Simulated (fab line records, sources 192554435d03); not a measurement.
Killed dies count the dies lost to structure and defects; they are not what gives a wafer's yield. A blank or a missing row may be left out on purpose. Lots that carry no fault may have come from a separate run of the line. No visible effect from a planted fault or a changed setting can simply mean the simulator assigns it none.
Split-lot trial / flow n5_finfet / 7 lots, 21 wafers read, on a route of 1938 steps

## SPLIT DETAILS
At N5_MOL_CONTACT_COAG_ETCH_105 (etches SiARC in CF4, target depth 15.6 nm, time 26 s), the setting bias_w was moved away from the recipe's 36 W on 7 of the 21 wafers read, by -17.2% to +10.5%. The other wafers ran this setting at the recipe's value.

The reading is taken at the split's own step.

## THE READING
rf_vpp_V, in V, at N5_MOL_CONTACT_COAG_ETCH_105 (etches SiARC in CF4, target depth 15.6 nm, time 26 s). Typical for fault-free wafers on this fab line: 183.8 V, with standard deviation 1 V.

wafer=L074.4; tool, chamber at the split=rie_diel-04, 2; bias_w as run, W=36; against the recipe=recipe; rf_vpp_V, V=183.3; against lot-mates on the recipe=-
wafer=L074.5; tool, chamber at the split=rie_diel-04, 3; bias_w as run, W=31.58; against the recipe=-12.3%; rf_vpp_V, V=168.6; against lot-mates on the recipe=-14.7
wafer=L074.6; tool, chamber at the split=rie_diel-04, 2; bias_w as run, W=31.58; against the recipe=-12.3%; rf_vpp_V, V=168.0; against lot-mates on the recipe=-15.3
wafer=L081.1; tool, chamber at the split=rie_diel-01, 3; bias_w as run, W=36; against the recipe=recipe; rf_vpp_V, V=182.7; against lot-mates on the recipe=-
wafer=L081.5; tool, chamber at the split=rie_diel-01, 3; bias_w as run, W=36; against the recipe=recipe; rf_vpp_V, V=182.3; against lot-mates on the recipe=-
wafer=L081.6; tool, chamber at the split=rie_diel-01, 2; bias_w as run, W=36; against the recipe=recipe; rf_vpp_V, V=183.8; against lot-mates on the recipe=-
wafer=L084.2; tool, chamber at the split=rie_diel-03, 1; bias_w as run, W=36; against the recipe=recipe; rf_vpp_V, V=184.9; against lot-mates on the recipe=-
wafer=L084.4; tool, chamber at the split=rie_diel-03, 3; bias_w as run, W=36; against the recipe=recipe; rf_vpp_V, V=184.0; against lot-mates on the recipe=-
wafer=L084.6; tool, chamber at the split=rie_diel-03, 0; bias_w as run, W=36; against the recipe=recipe; rf_vpp_V, V=183.2; against lot-mates on the recipe=-
wafer=L086.2; tool, chamber at the split=rie_diel-03, 3; bias_w as run, W=36; against the recipe=recipe; rf_vpp_V, V=184.1; against lot-mates on the recipe=-
wafer=L086.3; tool, chamber at the split=rie_diel-03, 0; bias_w as run, W=36; against the recipe=recipe; rf_vpp_V, V=182.9; against lot-mates on the recipe=-
wafer=L086.4; tool, chamber at the split=rie_diel-03, 2; bias_w as run, W=36; against the recipe=recipe; rf_vpp_V, V=181.7; against lot-mates on the recipe=-
wafer=L088.2; tool, chamber at the split=rie_diel-01, 1; bias_w as run, W=36; against the recipe=recipe; rf_vpp_V, V=183.5; against lot-mates on the recipe=-
wafer=L088.4; tool, chamber at the split=rie_diel-01, 3; bias_w as run, W=39.37; against the recipe=+9.4%; rf_vpp_V, V=194.0; against lot-mates on the recipe=+10.5
wafer=L088.6; tool, chamber at the split=rie_diel-01, 1; bias_w as run, W=39.37; against the recipe=+9.4%; rf_vpp_V, V=194.9; against lot-mates on the recipe=+11.4
wafer=L093.1; tool, chamber at the split=rie_diel-03, 1; bias_w as run, W=36; against the recipe=recipe; rf_vpp_V, V=183.9; against lot-mates on the recipe=-
wafer=L093.2; tool, chamber at the split=rie_diel-03, 3; bias_w as run, W=39.77; against the recipe=+10.5%; rf_vpp_V, V=197.9; against lot-mates on the recipe=+14.0
wafer=L093.3; tool, chamber at the split=rie_diel-03, 2; bias_w as run, W=39.77; against the recipe=+10.5%; rf_vpp_V, V=195.9; against lot-mates on the recipe=+12.0
wafer=L094.2; tool, chamber at the split=rie_diel-01, 2; bias_w as run, W=29.81; against the recipe=-17.2%; rf_vpp_V, V=163.0; against lot-mates on the recipe=-19.6
wafer=L094.3; tool, chamber at the split=rie_diel-01, 1; bias_w as run, W=36; against the recipe=recipe; rf_vpp_V, V=181.7; against lot-mates on the recipe=-
wafer=L094.4; tool, chamber at the split=rie_diel-01, 3; bias_w as run, W=36; against the recipe=recipe; rf_vpp_V, V=183.6; against lot-mates on the recipe=-

THE FIT
A straight line over all 21 wafers: rf_vpp_V changes by +1.22 V for each +1% of bias_w; r = +0.99; the points scatter about the line by 0.91 V.
The same after taking each lot's own level away (the mean of its wafers on the recipe; 21 wafers): +1.19 V for each +1%; r = +1.00; scatter 0.78 V.
Per that fit: largest bias_w move, reading shift of 21 V.
The lots' own levels span 182.65 to 184.03 V, that is 1.4 times the standard deviation above.
The two slopes agree, so the slope changes little with the lot-to-lot level.
Check: -20.9 V against its lot-mates is what the line predicts for one of the wafers moved furthest among these (-17.2%) when that wafer is left out of the fit. It came out at -19.6 V against them.
Tool readings at the split's step, against how far the setting was moved: etch_rf_on_time_s r = -0.82; rf_vpp_V r = +0.99.

## THE OTHER SPLITS THESE WAFERS WENT THROUGH
Before the reading, these wafers also passed through other splits. Each is held against what the fit with the lots' levels taken away leaves over:
other split on the same wafers=N5_FIN_CUT_COAT_19 time_s; wafers away from the commonest value=5; r with rf_vpp_V (lot level and that fit taken away)=-0.30
other split on the same wafers=N5_DUMMY_GATE_COAT_28 spin_rpm; wafers away from the commonest value=8; r with rf_vpp_V (lot level and that fit taken away)=+0.29
other split on the same wafers=N5_SD_EPI_P_EXPOSE_06 dose_mj; wafers away from the commonest value=7; r with rf_vpp_V (lot level and that fit taken away)=-0.06
other split on the same wafers=N5_ILD0_PRECLEAN_10 time_s; wafers away from the commonest value=7; r with rf_vpp_V (lot level and that fit taken away)=-0.13
other split on the same wafers=N5_HKMG_FIN_ETCH_32 source_w; wafers away from the commonest value=8; r with rf_vpp_V (lot level and that fit taken away)=+0.05
other split on the same wafers=N5_HKMG_FIN_COAT_85 spin_rpm; wafers away from the commonest value=8; r with rf_vpp_V (lot level and that fit taken away)=+0.12

## THE WHOLE CHAIN: every reading that the file lists as answering this split, in the file's order
step=N5_MOL_CONTACT_COAG_ETCH_105; what it does=etches SiARC in CF4, target depth 15.6 nm, time 26 s; reading=etch_rf_on_time_s; change (the file's fit)=withheld for each +1% of the setting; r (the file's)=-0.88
step=N5_MOL_CONTACT_COAG_ETCH_105; what it does=etches SiARC in CF4, target depth 15.6 nm, time 26 s; reading=rf_vpp_V; change (the file's fit)=+1.18 V for each +1% of the setting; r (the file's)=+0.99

## THE FILE'S OWN FIT
rf_vpp_V changes by +1.18 V for each +1% of bias_w, r = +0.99.
